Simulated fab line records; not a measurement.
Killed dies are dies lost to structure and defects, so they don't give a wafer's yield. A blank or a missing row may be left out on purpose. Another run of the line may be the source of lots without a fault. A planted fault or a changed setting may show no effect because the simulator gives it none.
Which tool was responsible? :: flow n5-finfet :: Sampling: 24 lots, 72 wafers, 5 of 1938 route steps

## WHAT EACH GAUGE READ, for each wafer
N5_FIN_SAQP_THK_MEAS_05.
lot: L074
measured: day 1 21:19
on: film-metro-01
thk-nm (nm): 37.3 38.4 38.9

lot: L075
measured: day 2 02:50
on: film-metro-01
thk-nm (nm): 37.5 37.8 37.9

lot: L076
measured: day 2 09:53
on: film-metro-02
thk-nm (nm): 37.7 38.0 37.7

lot: L077
measured: day 2 16:08
on: film-metro-02
thk-nm (nm): 38.3 38.0 38.6

lot: L078
measured: day 2 21:38
on: film-metro-02
thk-nm (nm): 36.8 37.3 37.5

lot: L079
measured: day 3 02:46
on: film-metro-02
thk-nm (nm): 37.6 36.9 37.4

lot: L080
measured: day 3 09:16
on: film-metro-02
thk-nm (nm): 37.4 38.0 38.7

lot: L081
measured: day 3 15:34
on: film-metro-01
thk-nm (nm): 37.9 38.3 38.4

lot: L082
measured: day 3 21:00
on: film-metro-02
thk-nm (nm): 37.2 38.0 39.1

lot: L083
measured: day 4 03:15
on: film-metro-01
thk-nm (nm): 38.9 37.6 37.9

lot: L084
measured: day 4 09:00
on: film-metro-01
thk-nm (nm): 37.7 38.9 38.3

lot: L085
measured: day 4 15:16
on: film-metro-02
thk-nm (nm): 39.0 37.9 38.8

lot: L086
measured: day 4 22:38
on: film-metro-01
thk-nm (nm): 38.0 38.6 38.0

lot: L087
measured: day 5 04:01
on: film-metro-01
thk-nm (nm): 38.2 38.5 38.5

lot: L088
measured: day 5 09:35
on: film-metro-02
thk-nm (nm): 37.7 37.2 38.1

lot: L089
measured: day 5 14:50
on: film-metro-02
thk-nm (nm): 37.2 38.1 38.0

lot: L090
measured: day 5 20:43
on: film-metro-01
thk-nm (nm): 37.6 37.8 38.0

lot: L091
measured: day 6 04:22
on: film-metro-01
thk-nm (nm): 37.2 37.4 37.6

lot: L092
measured: day 6 09:14
on: film-metro-02
thk-nm (nm): 37.5 38.4 38.4

lot: L093
measured: day 6 14:52
on: film-metro-01
thk-nm (nm): 38.1 38.0 38.1

lot: L094
measured: day 6 21:40
on: film-metro-02
thk-nm (nm): 37.2 36.9 38.4

lot: L095
measured: day 7 03:20
on: film-metro-02
thk-nm (nm): 38.9 39.3 39.2

lot: L096
measured: day 7 09:44
on: film-metro-01
thk-nm (nm): 38.2 38.4 38.9

lot: L097
measured: day 7 15:25
on: film-metro-02
thk-nm (nm): 38.0 38.4 38.7

N5_FIN_SAQP_CD_MEAS_27: the cd target is 20 nm.
lot: L074
measured: day 2 00:10
on: cd-sem-02
cd-nm (nm): 20.40 20.18 20.59

lot: L075
measured: day 2 05:37
on: cd-sem-03
cd-nm (nm): 20.29 20.30 19.97

lot: L076
measured: day 2 13:31
on: cd-sem-02
cd-nm (nm): 20.27 20.45 20.17

lot: L077
measured: day 2 19:05
on: cd-sem-02
cd-nm (nm): 20.20 20.03 19.86

lot: L078
measured: day 3 00:41
on: cd-sem-03
cd-nm (nm): 20.36 20.43 19.90

lot: L079
measured: day 3 05:38
on: cd-sem-01
cd-nm (nm): 20.38 19.64 19.91

lot: L080
measured: day 3 12:31
on: cd-sem-03
cd-nm (nm): 20.52 20.40 20.46

lot: L081
measured: day 3 18:43
on: cd-sem-02
cd-nm (nm): 20.30 20.14 20.19

lot: L082
measured: day 4 00:18
on: cd-sem-03
cd-nm (nm): 20.08 20.65 20.43

lot: L083
measured: day 4 06:11
on: cd-sem-02
cd-nm (nm): 20.01 20.33 20.37

lot: L084
measured: day 4 11:53
on: cd-sem-02
cd-nm (nm): 20.27 20.18 20.23

lot: L085
measured: day 4 20:31
on: cd-sem-02
cd-nm (nm): 20.00 20.13 19.88

lot: L086
measured: day 5 03:07
on: cd-sem-02
cd-nm (nm): 20.43 20.51 20.22

lot: L087
measured: day 5 06:59
on: cd-sem-01
cd-nm (nm): 20.26 19.97 20.19

lot: L088
measured: day 5 12:31
on: cd-sem-02
cd-nm (nm): 20.35 19.92 20.43

lot: L089
measured: day 5 18:50
on: cd-sem-01
cd-nm (nm): 20.05 20.32 19.87

lot: L090
measured: day 6 00:13
on: cd-sem-03
cd-nm (nm): 20.42 20.20 20.19

lot: L091
measured: day 6 07:28
on: cd-sem-03
cd-nm (nm): 20.07 20.19 20.43

lot: L092
measured: day 6 12:17
on: cd-sem-01
cd-nm (nm): 20.52 20.33 20.47

lot: L093
measured: day 6 17:56
on: cd-sem-03
cd-nm (nm): 20.27 20.34 20.43

lot: L094
measured: day 7 00:46
on: cd-sem-03
cd-nm (nm): 20.33 20.32 20.69

lot: L095
measured: day 7 06:32
on: cd-sem-01
cd-nm (nm): 20.53 20.65 20.58

lot: L096
measured: day 7 12:59
on: cd-sem-01
cd-nm (nm): 20.47 20.25 20.52

lot: L097
measured: day 7 18:08
on: cd-sem-03
cd-nm (nm): 20.08 20.12 20.57

## EACH LOT AND THE TOOL THAT RAN IT (in order: tool; ch and the chambers of the sampled wafers; start)
lot: L074
N5_ZERO_LAYER_DESCUM_16: rie-diel-01 ch 0,3, day 1 12:48
N5_WELL_APT_EPI_41: epi-rpcvd-03 ch 0, day 1 16:21
N5_FIN_SAQP_SPACER1_ETCHBACK_25: rie-diel-02 ch 0,1,2, day 1 23:58

lot: L075
N5_ZERO_LAYER_DESCUM_16: rie-diel-06 ch 0,3, day 1 18:43
N5_WELL_APT_EPI_41: epi-rpcvd-01 ch 0, day 1 22:20
N5_FIN_SAQP_SPACER1_ETCHBACK_25: rie-diel-02 ch 0,1,2, day 2 05:25

lot: L076
N5_ZERO_LAYER_DESCUM_16: rie-diel-06 ch 1,2, day 2 01:05
N5_WELL_APT_EPI_41: epi-rpcvd-03 ch 0, day 2 05:08
N5_FIN_SAQP_SPACER1_ETCHBACK_25: rie-diel-04 ch 0,1,2, day 2 13:19

lot: L077
N5_ZERO_LAYER_DESCUM_16: rie-diel-06 ch 0,3, day 2 07:11
N5_WELL_APT_EPI_41: epi-rpcvd-03 ch 0, day 2 10:29
N5_FIN_SAQP_SPACER1_ETCHBACK_25: rie-diel-02 ch 0,2,3, day 2 18:53

lot: L078
N5_ZERO_LAYER_DESCUM_16: rie-diel-06 ch 0,2, day 2 12:48
N5_WELL_APT_EPI_41: epi-rpcvd-03 ch 0, day 2 16:41
N5_FIN_SAQP_SPACER1_ETCHBACK_25: rie-diel-02 ch 2,3, day 3 00:29

lot: L079
N5_ZERO_LAYER_DESCUM_16: rie-diel-01 ch 0,2, day 2 18:49
N5_WELL_APT_EPI_41: epi-rpcvd-01 ch 0, day 2 22:13
N5_FIN_SAQP_SPACER1_ETCHBACK_25: rie-diel-04 ch 1,2,3, day 3 05:26

lot: L080
N5_ZERO_LAYER_DESCUM_16: rie-diel-03 ch 0,1,2, day 3 00:49
N5_WELL_APT_EPI_41: epi-rpcvd-01 ch 0, day 3 04:13
N5_FIN_SAQP_SPACER1_ETCHBACK_25: rie-diel-02 ch 0,2, day 3 12:19

lot: L081
N5_ZERO_LAYER_DESCUM_16: rie-diel-06 ch 1,3, day 3 06:54
N5_WELL_APT_EPI_41: epi-rpcvd-01 ch 0, day 3 10:50
N5_FIN_SAQP_SPACER1_ETCHBACK_25: rie-diel-04 ch 0,1,2, day 3 18:31

lot: L082
N5_ZERO_LAYER_DESCUM_16: rie-diel-03 ch 0,1,2, day 3 12:50
N5_WELL_APT_EPI_41: epi-rpcvd-03 ch 0, day 3 16:24
N5_FIN_SAQP_SPACER1_ETCHBACK_25: rie-diel-02 ch 0,2,3, day 4 00:05

lot: L083
N5_ZERO_LAYER_DESCUM_16: rie-diel-03 ch 0,2,3, day 3 18:42
N5_WELL_APT_EPI_41: epi-rpcvd-01 ch 0, day 3 22:26
N5_FIN_SAQP_SPACER1_ETCHBACK_25: rie-diel-04 ch 0,2,3, day 4 05:59

lot: L084
N5_ZERO_LAYER_DESCUM_16: rie-diel-06 ch 1,3, day 4 00:49
N5_WELL_APT_EPI_41: epi-rpcvd-03 ch 0, day 4 04:09
N5_FIN_SAQP_SPACER1_ETCHBACK_25: rie-diel-04 ch 1,2, day 4 11:41

lot: L085
N5_ZERO_LAYER_DESCUM_16: rie-diel-01 ch 0,1,2, day 4 06:48
N5_WELL_APT_EPI_41: epi-rpcvd-01 ch 0, day 4 10:39
N5_FIN_SAQP_SPACER1_ETCHBACK_25: rie-diel-05 ch 1,2, day 4 20:17

lot: L086
N5_ZERO_LAYER_DESCUM_16: rie-diel-06 ch 1,2, day 4 12:41
N5_WELL_APT_EPI_41: epi-rpcvd-01 ch 0, day 4 16:05
N5_FIN_SAQP_SPACER1_ETCHBACK_25: rie-diel-04 ch 0,2,3, day 5 02:55

lot: L087
N5_ZERO_LAYER_DESCUM_16: rie-diel-06 ch 0,1, day 4 18:41
N5_WELL_APT_EPI_41: epi-rpcvd-03 ch 0, day 4 22:29
N5_FIN_SAQP_SPACER1_ETCHBACK_25: rie-diel-04 ch 0,2,3, day 5 06:46

lot: L088
N5_ZERO_LAYER_DESCUM_16: rie-diel-01 ch 1,2,3, day 5 00:53
N5_WELL_APT_EPI_41: epi-rpcvd-01 ch 0, day 5 04:49
N5_FIN_SAQP_SPACER1_ETCHBACK_25: rie-diel-04 ch 0,1,3, day 5 12:19

lot: L089
N5_ZERO_LAYER_DESCUM_16: rie-diel-01 ch 1,2, day 5 06:50
N5_WELL_APT_EPI_41: epi-rpcvd-01 ch 0, day 5 10:05
N5_FIN_SAQP_SPACER1_ETCHBACK_25: rie-diel-02 ch 2,3, day 5 18:39

lot: L090
N5_ZERO_LAYER_DESCUM_16: rie-diel-03 ch 1,2, day 5 12:48
N5_WELL_APT_EPI_41: epi-rpcvd-04 ch 0, day 5 16:17
N5_FIN_SAQP_SPACER1_ETCHBACK_25: rie-diel-02 ch 0,2, day 6 00:01

lot: L091
N5_ZERO_LAYER_DESCUM_16: rie-diel-06 ch 0,1,3, day 5 18:41
N5_WELL_APT_EPI_41: epi-rpcvd-01 ch 0, day 5 23:11
N5_FIN_SAQP_SPACER1_ETCHBACK_25: rie-diel-02 ch 0,1,3, day 6 07:16

lot: L092
N5_ZERO_LAYER_DESCUM_16: rie-diel-06 ch 0,1,2, day 6 00:51
N5_WELL_APT_EPI_41: epi-rpcvd-01 ch 0, day 6 04:18
N5_FIN_SAQP_SPACER1_ETCHBACK_25: rie-diel-02 ch 1,2,3, day 6 12:05

lot: L093
N5_ZERO_LAYER_DESCUM_16: rie-diel-01 ch 0,2, day 6 06:53
N5_WELL_APT_EPI_41: epi-rpcvd-03 ch 0, day 6 10:38
N5_FIN_SAQP_SPACER1_ETCHBACK_25: rie-diel-04 ch 2,3, day 6 17:44

lot: L094
N5_ZERO_LAYER_DESCUM_16: rie-diel-03 ch 0,3, day 6 12:41
N5_WELL_APT_EPI_41: epi-rpcvd-01 ch 0, day 6 16:07
N5_FIN_SAQP_SPACER1_ETCHBACK_25: rie-diel-05 ch 1,2,3, day 7 00:34

lot: L095
N5_ZERO_LAYER_DESCUM_16: rie-diel-03 ch 0,2, day 6 18:41
N5_WELL_APT_EPI_41: epi-rpcvd-04 ch 0, day 6 21:57
N5_FIN_SAQP_SPACER1_ETCHBACK_25: rie-diel-04 ch 0,1,2, day 7 06:20

lot: L096
N5_ZERO_LAYER_DESCUM_16: rie-diel-03 ch 0,1, day 7 00:41
N5_WELL_APT_EPI_41: epi-rpcvd-03 ch 0, day 7 04:13
N5_FIN_SAQP_SPACER1_ETCHBACK_25: rie-diel-05 ch 0,1, day 7 12:47

lot: L097
N5_ZERO_LAYER_DESCUM_16: rie-diel-03 ch 2,3, day 7 07:08
N5_WELL_APT_EPI_41: epi-rpcvd-04 ch 0, day 7 10:45
N5_FIN_SAQP_SPACER1_ETCHBACK_25: rie-diel-04 ch 0,2,3, day 7 17:56
- N5_ZERO_LAYER_DESCUM_16: chemistry O2, time 7.9 s.
- N5_WELL_APT_EPI_41: deposits Si from SiH4/H2, target thk 50 nm, time 297.7 s.
- N5_FIN_SAQP_SPACER1_ETCHBACK_25: etches SiO2 in CHF3/O2, target depth 24.4 nm, time 12.2 s.

## AS READ BY THE TOOLS THEMSELVES (means over the sampled wafers that have a number; for cases with no such wafer, the mark the record gives instead)
N5_ZERO_LAYER_DESCUM_16.
lot: L074
tool: rie-diel-01
drypump-motor-current-A (A): 6.2
oes-product-au (a.u.): 0.71
rf-vpp-V (V): 243.3
showerhead-plenum-p-Torr (Torr): 2.09
throttle-valve-pct (%): 20.53

lot: L075
tool: rie-diel-06
drypump-motor-current-A (A): 6.2
oes-product-au (a.u.): 0.77
rf-vpp-V (V): 244.1
showerhead-plenum-p-Torr (Torr): 2.13
throttle-valve-pct (%): 20.29

lot: L076
tool: rie-diel-06
drypump-motor-current-A (A): 5.5
oes-product-au (a.u.): 0.73
rf-vpp-V (V): 245.1
showerhead-plenum-p-Torr (Torr): 2.17
throttle-valve-pct (%): 20.61

lot: L077
tool: rie-diel-06
drypump-motor-current-A (A): 6.2
oes-product-au (a.u.): 0.76
rf-vpp-V (V): 244.5
showerhead-plenum-p-Torr (Torr): 2.13
throttle-valve-pct (%): 20.30

lot: L078
tool: rie-diel-06
drypump-motor-current-A (A): 6.2
oes-product-au (a.u.): 0.76
rf-vpp-V (V): 243.9
showerhead-plenum-p-Torr (Torr): 2.17
throttle-valve-pct (%): 20.13

lot: L079
tool: rie-diel-01
drypump-motor-current-A (A): 6.0
oes-product-au (a.u.): 0.78
rf-vpp-V (V): 244.7
showerhead-plenum-p-Torr (Torr): 2.16
throttle-valve-pct (%): 20.63

lot: L080
tool: rie-diel-03
drypump-motor-current-A (A): 5.2
oes-product-au (a.u.): 0.81
rf-vpp-V (V): 243.5
showerhead-plenum-p-Torr (Torr): 2.11
throttle-valve-pct (%): 20.58

lot: L081
tool: rie-diel-06
drypump-motor-current-A (A): 5.7
oes-product-au (a.u.): 0.76
rf-vpp-V (V): 244.4
showerhead-plenum-p-Torr (Torr): 2.13
throttle-valve-pct (%): 20.56

lot: L082
tool: rie-diel-03
drypump-motor-current-A (A): 5.2
oes-product-au (a.u.): 0.82
rf-vpp-V (V): 243.1
showerhead-plenum-p-Torr (Torr): 2.11
throttle-valve-pct (%): 20.58

lot: L083
tool: rie-diel-03
drypump-motor-current-A (A): 5.1
oes-product-au (a.u.): 0.78
rf-vpp-V (V): 242.7
showerhead-plenum-p-Torr (Torr): 2.11
throttle-valve-pct (%): 20.52

lot: L084
tool: rie-diel-06
drypump-motor-current-A (A): 5.4
oes-product-au (a.u.): 0.72
rf-vpp-V (V): 243.9
showerhead-plenum-p-Torr (Torr): 2.14
throttle-valve-pct (%): 20.71

lot: L085
tool: rie-diel-01
drypump-motor-current-A (A): 5.9
oes-product-au (a.u.): 0.76
rf-vpp-V (V): 242.9
showerhead-plenum-p-Torr (Torr): 2.12
throttle-valve-pct (%): 20.60

lot: L086
tool: rie-diel-06
drypump-motor-current-A (A): 5.7
oes-product-au (a.u.): 0.74
rf-vpp-V (V): 244.3
showerhead-plenum-p-Torr (Torr): 2.16
throttle-valve-pct (%): 20.41

lot: L087
tool: rie-diel-06
drypump-motor-current-A (A): 6.1
oes-product-au (a.u.): 0.89
rf-vpp-V (V): 244.0
showerhead-plenum-p-Torr (Torr): 2.14
throttle-valve-pct (%): 20.13

lot: L088
tool: rie-diel-01
drypump-motor-current-A (A): 6.0
oes-product-au (a.u.): 0.82
rf-vpp-V (V): 242.8
showerhead-plenum-p-Torr (Torr): 2.10
throttle-valve-pct (%): 20.39

lot: L089
tool: rie-diel-01
drypump-motor-current-A (A): 5.8
oes-product-au (a.u.): 0.75
rf-vpp-V (V): 243.4
showerhead-plenum-p-Torr (Torr): 2.08
throttle-valve-pct (%): 20.56

lot: L090
tool: rie-diel-03
drypump-motor-current-A (A): 5.1
oes-product-au (a.u.): 0.83
rf-vpp-V (V): 243.2
showerhead-plenum-p-Torr (Torr): 2.10
throttle-valve-pct (%): 20.54

lot: L091
tool: rie-diel-06
drypump-motor-current-A (A): 5.9
oes-product-au (a.u.): 0.80
rf-vpp-V (V): 244.6
showerhead-plenum-p-Torr (Torr): 2.14
throttle-valve-pct (%): 20.36

lot: L092
tool: rie-diel-06
drypump-motor-current-A (A): 5.9
oes-product-au (a.u.): 0.80
rf-vpp-V (V): 243.2
showerhead-plenum-p-Torr (Torr): 2.15
throttle-valve-pct (%): 20.28

lot: L093
tool: rie-diel-01
drypump-motor-current-A (A): 5.9
oes-product-au (a.u.): 0.78
rf-vpp-V (V): 243.7
showerhead-plenum-p-Torr (Torr): 2.18
throttle-valve-pct (%): 20.59

lot: L094
tool: rie-diel-03
drypump-motor-current-A (A): 4.9
oes-product-au (a.u.): 0.86
rf-vpp-V (V): 242.9
showerhead-plenum-p-Torr (Torr): 2.07
throttle-valve-pct (%): 20.42

lot: L095
tool: rie-diel-03
drypump-motor-current-A (A): 5.2
oes-product-au (a.u.): 0.87
rf-vpp-V (V): 243.5
showerhead-plenum-p-Torr (Torr): 2.14
throttle-valve-pct (%): 20.40

lot: L096
tool: rie-diel-03
drypump-motor-current-A (A): 5.2
oes-product-au (a.u.): 0.89
rf-vpp-V (V): 243.0
showerhead-plenum-p-Torr (Torr): 2.07
throttle-valve-pct (%): 20.54

lot: L097
tool: rie-diel-03
drypump-motor-current-A (A): 5.0
oes-product-au (a.u.): 0.80
rf-vpp-V (V): 243.5
showerhead-plenum-p-Torr (Torr): 2.10
throttle-valve-pct (%): 20.50

N5_WELL_APT_EPI_41.
lot: L074
tool: epi-rpcvd-03
throttle-valve-pct (%): 11.40

lot: L075
tool: epi-rpcvd-01
throttle-valve-pct (%): 11.61

lot: L076
tool: epi-rpcvd-03
throttle-valve-pct (%): 11.49

lot: L077
tool: epi-rpcvd-03
throttle-valve-pct (%): 11.41

lot: L078
tool: epi-rpcvd-03
throttle-valve-pct (%): 11.42

lot: L079
tool: epi-rpcvd-01
throttle-valve-pct (%): 11.55

lot: L080
tool: epi-rpcvd-01
throttle-valve-pct (%): 11.36

lot: L081
tool: epi-rpcvd-01
throttle-valve-pct (%): 11.51

lot: L082
tool: epi-rpcvd-03
throttle-valve-pct (%): 11.52

lot: L083
tool: epi-rpcvd-01
throttle-valve-pct (%): 11.55

lot: L084
tool: epi-rpcvd-03
throttle-valve-pct (%): 11.50

lot: L085
tool: epi-rpcvd-01
throttle-valve-pct (%): 11.76

lot: L086
tool: epi-rpcvd-01
throttle-valve-pct (%): 11.44

lot: L087
tool: epi-rpcvd-03
throttle-valve-pct (%): 11.41

lot: L088
tool: epi-rpcvd-01
throttle-valve-pct (%): 11.69

lot: L089
tool: epi-rpcvd-01
throttle-valve-pct (%): 11.56

lot: L090
tool: epi-rpcvd-04
throttle-valve-pct (%): 11.12

lot: L091
tool: epi-rpcvd-01
throttle-valve-pct (%): 11.59

lot: L092
tool: epi-rpcvd-01
throttle-valve-pct (%): 11.60

lot: L093
tool: epi-rpcvd-03
throttle-valve-pct (%): 11.48

lot: L094
tool: epi-rpcvd-01
throttle-valve-pct (%): 11.49

lot: L095
tool: epi-rpcvd-04
throttle-valve-pct (%): 11.09

lot: L096
tool: epi-rpcvd-03
throttle-valve-pct (%): 11.50

lot: L097
tool: epi-rpcvd-04
throttle-valve-pct (%): 11.08

N5_FIN_SAQP_SPACER1_ETCHBACK_25.
lot: L074
tool: rie-diel-02
bias-w (W): 170.3
drypump-motor-current-A (A): 6.0
mfc-ar-sccm (sccm): 200.6
oes_o_777_au (a.u.): 0.81
oes-product-au (a.u.): 0.81
rf-vpp-V (V): 529
showerhead-plenum-p-Torr (Torr): 2.46
throttle-valve-pct (%): 18.83

lot: L075
tool: rie-diel-02
bias-w (W): 170.1
drypump-motor-current-A (A): 6.0
mfc-ar-sccm (sccm): 199.4
oes_o_777_au (a.u.): 0.82
oes-product-au (a.u.): 0.80
rf-vpp-V (V): 529
showerhead-plenum-p-Torr (Torr): 2.46
throttle-valve-pct (%): 18.85

lot: L076
tool: rie-diel-04
bias-w (W): 170.1
drypump-motor-current-A (A): 5.7
mfc-ar-sccm (sccm): 200.7
oes_o_777_au (a.u.): 0.79
oes-product-au (a.u.): 0.79
rf-vpp-V (V): 517
showerhead-plenum-p-Torr (Torr): 2.40
throttle-valve-pct (%): 18.82

lot: L077
tool: rie-diel-02
bias-w (W): 170.1
drypump-motor-current-A (A): 5.7
mfc-ar-sccm (sccm): 199.9
oes_o_777_au (a.u.): 0.80
oes-product-au (a.u.): 0.80
rf-vpp-V (V): 535
showerhead-plenum-p-Torr (Torr): 2.42
throttle-valve-pct (%): 18.79

lot: L078
tool: rie-diel-02
bias-w (W): 170.1
drypump-motor-current-A (A): 5.4
mfc-ar-sccm (sccm): 200.1
oes_o_777_au (a.u.): 0.79
oes-product-au (a.u.): 0.81
rf-vpp-V (V): 539
showerhead-plenum-p-Torr (Torr): 2.45
throttle-valve-pct (%): 18.79

lot: L079
tool: rie-diel-04
bias-w (W): 169.6
drypump-motor-current-A (A): 5.7
mfc-ar-sccm (sccm): 200.6
oes_o_777_au (a.u.): 0.75
oes-product-au (a.u.): 0.75
rf-vpp-V (V): 523
showerhead-plenum-p-Torr (Torr): 2.45
throttle-valve-pct (%): 19.09

lot: L080
tool: rie-diel-02
bias-w (W): 170.0
drypump-motor-current-A (A): 6.2
mfc-ar-sccm (sccm): 199.8
oes_o_777_au (a.u.): 0.85
oes-product-au (a.u.): 0.84
rf-vpp-V (V): 535
showerhead-plenum-p-Torr (Torr): 2.47
throttle-valve-pct (%): 18.77

lot: L081
tool: rie-diel-04
bias-w (W): 169.7
drypump-motor-current-A (A): 5.7
mfc-ar-sccm (sccm): 200.3
oes_o_777_au (a.u.): 0.78
oes-product-au (a.u.): 0.78
rf-vpp-V (V): 518
showerhead-plenum-p-Torr (Torr): 2.40
throttle-valve-pct (%): 18.84

lot: L082
tool: rie-diel-02
bias-w (W): 170.6
drypump-motor-current-A (A): 5.7
mfc-ar-sccm (sccm): 200.9
oes_o_777_au (a.u.): 0.78
oes-product-au (a.u.): 0.79
rf-vpp-V (V): 536
showerhead-plenum-p-Torr (Torr): 2.42
throttle-valve-pct (%): 18.81

lot: L083
tool: rie-diel-04
bias-w (W): 169.8
drypump-motor-current-A (A): 5.8
mfc-ar-sccm (sccm): 200.6
oes_o_777_au (a.u.): 0.77
oes-product-au (a.u.): 0.78
rf-vpp-V (V): 516
showerhead-plenum-p-Torr (Torr): 2.39
throttle-valve-pct (%): 18.82

lot: L084
tool: rie-diel-04
bias-w (W): 170.2
drypump-motor-current-A (A): 5.8
mfc-ar-sccm (sccm): 199.5
oes_o_777_au (a.u.): 0.76
oes-product-au (a.u.): 0.75
rf-vpp-V (V): 519
showerhead-plenum-p-Torr (Torr): 2.38
throttle-valve-pct (%): 18.95

lot: L085
tool: rie-diel-05
bias-w (W): 170.4
drypump-motor-current-A (A): 5.8
mfc-ar-sccm (sccm): 200.2
oes_o_777_au (a.u.): 0.75
oes-product-au (a.u.): 0.72
rf-vpp-V (V): 526
showerhead-plenum-p-Torr (Torr): 2.42
throttle-valve-pct (%): 18.80

lot: L086
tool: rie-diel-04
bias-w (W): 169.7
drypump-motor-current-A (A): 5.8
mfc-ar-sccm (sccm): 200.2
oes_o_777_au (a.u.): 0.77
oes-product-au (a.u.): 0.77
rf-vpp-V (V): 517
showerhead-plenum-p-Torr (Torr): 2.39
throttle-valve-pct (%): 18.84

lot: L087
tool: rie-diel-04
bias-w (W): 169.9
drypump-motor-current-A (A): 5.8
mfc-ar-sccm (sccm): 200.1
oes_o_777_au (a.u.): 0.76
oes-product-au (a.u.): 0.76
rf-vpp-V (V): 516
showerhead-plenum-p-Torr (Torr): 2.39
throttle-valve-pct (%): 18.84

lot: L088
tool: rie-diel-04
bias-w (W): 170.3
drypump-motor-current-A (A): 5.5
mfc-ar-sccm (sccm): 200.0
oes_o_777_au (a.u.): 0.76
oes-product-au (a.u.): 0.75
rf-vpp-V (V): 521
showerhead-plenum-p-Torr (Torr): 2.45
throttle-valve-pct (%): 19.02

lot: L089
tool: rie-diel-02
bias-w (W): 170.3
drypump-motor-current-A (A): 5.9
mfc-ar-sccm (sccm): 200.0
oes_o_777_au (a.u.): 0.83
oes-product-au (a.u.): 0.82
rf-vpp-V (V): 539
showerhead-plenum-p-Torr (Torr): 2.49
throttle-valve-pct (%): 18.80

lot: L090
tool: rie-diel-02
bias-w (W): 169.8
drypump-motor-current-A (A): 6.2
mfc-ar-sccm (sccm): 199.5
oes_o_777_au (a.u.): 0.82
oes-product-au (a.u.): 0.81
rf-vpp-V (V): 533
showerhead-plenum-p-Torr (Torr): 2.46
throttle-valve-pct (%): 18.82

lot: L091
tool: rie-diel-02
bias-w (W): 170.5
drypump-motor-current-A (A): 5.5
mfc-ar-sccm (sccm): 200.4
oes_o_777_au (a.u.): 0.71
oes-product-au (a.u.): 0.71
rf-vpp-V (V): 529
showerhead-plenum-p-Torr (Torr): 2.38
throttle-valve-pct (%): 18.91

lot: L092
tool: rie-diel-02
bias-w (W): 169.9
drypump-motor-current-A (A): 5.7
mfc-ar-sccm (sccm): 200.1
oes_o_777_au (a.u.): 0.77
oes-product-au (a.u.): 0.77
rf-vpp-V (V): 533
showerhead-plenum-p-Torr (Torr): 2.47
throttle-valve-pct (%): 18.88

lot: L093
tool: rie-diel-04
bias-w (W): 169.5
drypump-motor-current-A (A): 5.9
mfc-ar-sccm (sccm): 200.5
oes_o_777_au (a.u.): 0.73
oes-product-au (a.u.): 0.72
rf-vpp-V (V): 522
showerhead-plenum-p-Torr (Torr): 2.43
throttle-valve-pct (%): 19.13

lot: L094
tool: rie-diel-05
bias-w (W): 169.9
drypump-motor-current-A (A): 6.0
mfc-ar-sccm (sccm): 199.7
oes_o_777_au (a.u.): 0.73
oes-product-au (a.u.): 0.73
rf-vpp-V (V): 526
showerhead-plenum-p-Torr (Torr): 2.40
throttle-valve-pct (%): 18.92

lot: L095
tool: rie-diel-04
bias-w (W): 170.0
drypump-motor-current-A (A): 5.7
mfc-ar-sccm (sccm): 199.2
oes_o_777_au (a.u.): 0.75
oes-product-au (a.u.): 0.75
rf-vpp-V (V): 517
showerhead-plenum-p-Torr (Torr): 2.38
throttle-valve-pct (%): 18.88

lot: L096
tool: rie-diel-05
bias-w (W): 170.2
drypump-motor-current-A (A): 6.2
mfc-ar-sccm (sccm): 200.2
oes_o_777_au (a.u.): 0.68
oes-product-au (a.u.): 0.68
rf-vpp-V (V): 530
showerhead-plenum-p-Torr (Torr): 2.33
throttle-valve-pct (%): 19.21

lot: L097
tool: rie-diel-04
bias-w (W): 169.9
drypump-motor-current-A (A): 5.8
mfc-ar-sccm (sccm): 200.2
oes_o_777_au (a.u.): 0.75
oes-product-au (a.u.): 0.75
rf-vpp-V (V): 516
showerhead-plenum-p-Torr (Torr): 2.38
throttle-valve-pct (%): 18.87

## THE ANSWER, worked out from the rows above alone
Rule: the usual values come from the lots themselves. Put in order of their means at a reading, lots are off if they are a third of the lots or fewer, leave a main group of 4 or more, and stand apart from it by a gap of 3 or more times the standard deviation of the main group's means; of several such gaps the widest counts. A main group whose means are all the same, to the digits that the tables above print for the reading, isn't used. Also off: a lot with no number at a reading for which 4 or more lots have one. All remaining lots with rows at the step are treated as sound. The gauges are gone through in route order, then the tools' own readings, and for those a lot's mean is taken as printed above. The first step at which some lot is off is used, and at that step the reading that is off furthest; a lot without a number counts as furthest.
No lot is off at any reading shown: from this, nothing can be told.

## WHAT THE SIMULATOR PUT IN
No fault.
